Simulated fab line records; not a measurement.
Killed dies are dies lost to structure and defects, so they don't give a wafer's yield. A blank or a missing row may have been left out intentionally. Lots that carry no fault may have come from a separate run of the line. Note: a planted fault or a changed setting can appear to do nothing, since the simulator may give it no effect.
Chamber matching -- flow n5Finfet -- pecvd-04 running N5_BEOL_M4_ILD_DEP_00: 3 sister chambers
The step deposits SiOC from DEMS/O2, target thk 79 nm, time 15.3 s. 3 wafers are shown with their chamber, then 12 later ones without.

## EACH WAFER AND ITS CHAMBER
wafer,chamber,throttleValvePct (%)
L086.1,0,12.5
L086.2,2,11.4
L086.3,1,12.4

## WAFERS WHOSE CHAMBER IS MISSING
wafer,throttleValvePct (%)
L087.1,12.4
L087.3,12.5
L087.5,11.4
L092.2,11.0
L092.3,12.6
L092.5,12.6
L093.1,12.4
L093.3,12.6
L093.6,12.5
L096.3,12.5
L096.4,11.4
L096.5,12.7

## CHAMBER TAKEN BY EACH
wafer,from the rows above,in truth
L087.1,can't be placed: 1 or 0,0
L087.3,can't be placed: 0 or 1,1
L087.5,2,2
L092.2,2,2
L092.3,can't be placed: 0 or 1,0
L092.5,can't be placed: 0 or 1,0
L093.1,can't be placed: 1 or 0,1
L093.3,can't be placed: 0 or 1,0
L093.6,can't be placed: 0 or 1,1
L096.3,can't be placed: 0 or 1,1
L096.4,2,2
L096.5,can't be placed: 0 or 1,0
3 of 12 placed correctly. Unplaceable from these rows: 9, with the true chamber sitting among the candidates in 9. 0 placed wrongly.
How it was worked out, from the rows above alone: a wafer's distance from a chamber is the root of the sum, over the readings, of the square of ((its reading less the chamber's mean) divided by the reading's scatter). The wafer belongs to the nearest chamber; if the next one is less than 2 further off, it can't be placed. A chamber's mean is the mean of its shown wafers. The scatter (one wafer shown for each chamber): square how far every hidden wafer sits from the nearest shown wafer, average those squares and take the square root.
